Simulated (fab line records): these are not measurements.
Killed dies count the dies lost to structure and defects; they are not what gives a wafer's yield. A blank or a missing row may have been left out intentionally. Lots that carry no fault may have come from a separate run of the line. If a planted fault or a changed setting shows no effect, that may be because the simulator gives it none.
8D (eight disciplines) problem report, filled in by code + flow n5 finfet + the parts of the form that need people (team, actions taken, sign-off) are left out

1. THE ISSUE
Wafers without a fault read 54.8 nm, standard deviation 1.5; trench depth nm at N5_BEOL_M4_OCD_MEAS_38 reads a mean of 36.0 nm on 4 wafers belonging to 3 lots. That puts it -13 standard deviations away from the usual mean.
First observed at day 11 13:26: wafer L591.4, on ocd-02. The record holds 22 wafers of 8 lots with a number at this step. Rule for "out", or "out of limits": more than 4 standard deviations from the usual mean. The other wafers with a number count as sound.

2. WHAT IT IS AND WHAT IT IS NOT
| question                    | is                             | is not                                                                                |
|-----------------------------|--------------------------------|---------------------------------------------------------------------------------------|
| which readings at this step | trench depth nm                | -                                                                                     |
| which lots                  | L591, L594, L595               | L584, L590, L599, L600, L604                                                          |
| which wafers of those lots  | L591.4, L594.4, L595.2, L595.4 | L591.5, L594.5, L594.6                                                                |
| read on which gauges        | ocd-01, ocd-02                 | -                                                                                     |
| when                        | from day 11 13:26              | up to then (7 sound wafers); but 11 sound wafers of L594, L599, L600, L604 came after |

3. SUSPECTS, AND WHAT RULES EACH OUT
Counting: if a tool at a process step up to the reading ran every lot that is out, it stays a suspect. Sound lots after the first of them don't rule it out here, since some wafers of a struck lot are sound.
- ruled out: the gauge at N5_BEOL_M4_OCD_MEAS_38. The wafers that are out were read on 2 gauges (ocd-01, ocd-02).
- rie diel-02 at N5_BEOL_M4_TRENCH_ETCH_37 (etches SiOC in C4F6/O2, target depth 55.555 nm, time 29.2 s): kept. It processed each lot that is out (first: L591, day 11 13:17); up to then, its last sound lot is L590 (day 11 03:08). Its own run length s readings are out on those wafers.
- rie diel-02 at N5_BEOL_M4_ETCH_41 (etches SiCN in CH3F/O2, target depth 29.9 nm, time 52.5 s): kept. It processed each lot that is out (first: L591, day 11 13:26); up to then, its last sound lot is L590 (day 11 03:17). With no start given for some of its lots, N5_BEOL_M4_ETCH_41 uses the hours and lot order of N5_BEOL_M4_OCD_MEAS_38.
After counting, rie diel-02 at N5_BEOL_M4_TRENCH_ETCH_37 and rie diel-02 at N5_BEOL_M4_ETCH_41 remain.

4. THE CAUSE (what the simulator had put in)
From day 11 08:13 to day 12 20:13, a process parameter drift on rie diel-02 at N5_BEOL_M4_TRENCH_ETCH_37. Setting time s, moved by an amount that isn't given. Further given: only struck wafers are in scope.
Counting leaves 2 suspects; this tool is one of them.

5. SEQUENCE OF EFFECTS, ordered by route
Each row: a reading whose mean over the struck wafers that have a number lies more than 3 standard deviations from the usual. Only readings for which the record gives a usual standard deviation are gone through. hours: the time from each lot's start at the first step in this table that gives one to its start at this step, as a median over the lots. sigmas: the change in usual standard deviations.
| hours | step                      | reading              | usual       | on struck wafers | change | sigmas      |
|-------|---------------------------|----------------------|-------------|------------------|--------|-------------|
| 0     | N5_BEOL_M4_TRENCH_ETCH_37 | run length s         | 52.6 s      | 41.6             | -11.0  | -23         |
| 0     | N5_BEOL_M4_OCD_MEAS_38    | trench depth nm      | 54.8 nm     | 36.0             | -18.8  | -13         |
| 5     | N5_BEOL_M4_THK_MEAS_53    | M4_THK               | 39.3 nm     | 20.4             | -18.9  | -11         |
| 6     | N5_BEOL_M4_RS_MEAS_58     | M4_RS                | 0.69 ohm/sq | 1.65             | +0.96  | +25         |
| 6     | N5_BEOL_M4_RC_MEAS_101    | SERP_M4              | 195 ohm/um  | 424              | +229   | +15         |
| 6     | N5_BEOL_M4_RC_MEAS_101    | SERP_M4_max_site     | 209 ohm/um  | 458              | +249   | +16         |
| 133   | N5_PASSIVATION_PROBE_49   | defect limited yield | 91.6 %      | 77.7             | -13.9  | -9.9        |
| 133   | N5_PASSIVATION_PROBE_49   | killed_at_M4_up      | 13          | 186              | +173   | +36         |
| 133   | N5_PASSIVATION_PROBE_49   | killed dies          | 100         | 263              | +163   | +9.6        |
| 133   | N5_PASSIVATION_PROBE_49   | killed on rim        | 13          | 37               | +24    | +5.7        |
| 133   | N5_PASSIVATION_PROBE_49   | sort_bin_8_speed     | 0.01 %      | 14.62            | +14.61 | +99 or more |
| 133   | N5_PASSIVATION_PROBE_49   | sort n pass          | 1080        | 917              | -163   | -9.6        |
Its process steps:
- N5_BEOL_M4_TRENCH_ETCH_37: etches SiOC in C4F6/O2, target depth 55.555 nm, time 29.2 s.
- N5_PASSIVATION_PROBE_49

6. WHAT WOULD HAVE CAUGHT IT SOONER
In this record the first reading out of limits at a measuring or inspecting step was taken at day 11 13:26, 5 hours after the fault began at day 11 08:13.
Tool's own readings at N5_BEOL_M4_TRENCH_ETCH_37, run length s: out on all struck wafers the step has rows for; an alarm limit on them would have tripped on the first.
Among the 3 lots that are out, L594, L595 began N5_BEOL_M4_TRENCH_ETCH_37 on rie diel-02 after day 11 13:26. A hold on the tool at that time would have spared those 2.
